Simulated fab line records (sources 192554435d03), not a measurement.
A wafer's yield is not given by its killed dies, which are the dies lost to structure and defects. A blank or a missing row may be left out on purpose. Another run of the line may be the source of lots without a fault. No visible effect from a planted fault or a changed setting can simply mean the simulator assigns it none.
Chamber matching -- flow n5 finfet -- 4 sister chambers for N5_BEOL_M7_STRIP_19 on rie diel-01
The step strips in O2. 4 wafers are shown with their chamber, then 7 later ones without.

== WAFERS PAIRED WITH THEIR CHAMBERS ==
wafer,chamber,throttle valve pct (%)
L077.1,2,16.52
L079.1,3,17.28
L078.1,1,16.72
L078.3,0,16.63

== WAFERS WHOSE CHAMBER IS MISSING ==
wafer,throttle valve pct (%)
L078.6,16.73
L093.3,16.66
L093.4,17.35
L093.5,16.80
L095.1,16.77
L095.2,16.68
L095.5,16.79

== THE CHAMBER EACH PASSED THROUGH ==
wafer,from the rows above,in truth
L078.6,can't be placed: 1 or 0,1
L093.3,can't be placed: 0 or 1 or 2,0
L093.4,3,3
L093.5,can't be placed: 1 or 0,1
L095.1,can't be placed: 1 or 0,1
L095.2,can't be placed: 1 or 0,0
L095.5,can't be placed: 1 or 0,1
Correctly placed: 1 of 7. Unplaceable from these rows: 6, with the true chamber sitting among the candidates in 6. 0 placed wrongly.
How it was worked out, from the rows above alone: a wafer's distance from a chamber is the root of the sum, over the readings, of the square of ((its reading less the chamber's mean) divided by the reading's scatter). The wafer belongs to the nearest chamber; if the next one is less than 2 further off, it can't be placed. A chamber's mean is the mean of its shown wafers. The scatter: with one shown wafer a chamber, the root of the mean of the squares of how far each hidden wafer lies from its nearest shown one.
